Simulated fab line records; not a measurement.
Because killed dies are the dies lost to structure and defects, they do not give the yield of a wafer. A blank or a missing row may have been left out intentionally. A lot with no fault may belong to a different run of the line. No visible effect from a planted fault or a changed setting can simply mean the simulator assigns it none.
One fault through the eyes of 2 desks -- flow n5Finfet -- each desk has only its own numbers; what lay behind them comes last

AT THE TOOL OWNER'S DESK: aldSin-01
The tool's own readings at N5_MOL_CONTACT_COAG_ALD_123 (deposits SiNx, target thk 5 nm, pulse time 1 s, purge time 2 s): means of the sampled wafers that have a number, for each lot that ran on this tool. Any lot whose mean is over 4 standard deviations away from the usual mean is out of limits and marked OUT; that distance is given in the brackets.
Columns: A = heaterPowerW at N5_MOL_CONTACT_COAG_ALD_123, usual 880 W; B = precursorPulseHeightRel at N5_MOL_CONTACT_COAG_ALD_123, usual 0.999
lot,first seen here,A,B
L716,day 5 18:08,922,1.004
L721,day 6 23:04,834,0.993
L727,day 8 14:27,899,1.018
L730,day 9 08:21,947,0.998
L732,day 9 20:34,910,0.985
Result from this desk: across the 5 lots, nothing is out of limits.

METROLOGY DESK
Lot by lot, what the gauges showed, no matter which tool ran the lot: averages of those sampled wafers that carry a number. Any lot whose mean is over 4 standard deviations away from the usual mean is out of limits and marked OUT; that distance is given in the brackets. Readings shown: 7 of its 10, picked as those furthest out on some lot.
Columns: A = DIBL_N at N5_BEOL_M4_RC_MEAS_101, usual 36.4 mV/V; B = DIBL_P at N5_BEOL_M4_RC_MEAS_101, usual 36.1 mV/V; C = IOFF_N at N5_BEOL_M4_RC_MEAS_101, usual 0.156 nA/um; D = IOFF_P at N5_BEOL_M4_RC_MEAS_101, usual 0.21 nA/um; E = ION_N at N5_BEOL_M4_RC_MEAS_101, usual 674 uA/um; F = SS_P at N5_BEOL_M4_RC_MEAS_101, usual 73.2 mV/dec; G = VT_P at N5_BEOL_M4_RC_MEAS_101, usual -250 mV
lot,first seen here,A,B,C,D,E,F,G
L715,day 8 05:44,37.6,38.4,0.185,0.23,679,73.5,-250
L716,day 8 06:26,36.3,37.4,0.171,0.21,672,74.1,-253
L719,day 8 23:57,37.3,36.2,0.187,0.28,680,73.9,-243
L720,day 9 03:59,35.4,35.1,0.155,0.22,676,73.5,-247
L721,day 9 11:13,37.7,37.9,0.173,0.21,681,72.9,-249
L722,day 10 06:21,38.3,37.5,0.195,0.24,691,73.6,-247
L727,day 11 04:04,35.2,34.1,0.139,0.17,674,73.2,-256
L730,day 11 17:59,35.9,35.4,0.142,0.20,668,72.8,-249
L732,day 12 12:56,37.7,36.9,0.180,0.26,684,73.7,-247
L734,day 13 12:59,36.3,35.5,0.138,0.19,675,72.6,-254
Result from this desk: across the 10 lots, nothing is out of limits.

BROUGHT TOGETHER
The desk of the tool owner found nothing out of limits.
From the metrology desk's view, nothing was out of limits.

WHAT HAD BEEN PUT IN BY THE SIMULATOR
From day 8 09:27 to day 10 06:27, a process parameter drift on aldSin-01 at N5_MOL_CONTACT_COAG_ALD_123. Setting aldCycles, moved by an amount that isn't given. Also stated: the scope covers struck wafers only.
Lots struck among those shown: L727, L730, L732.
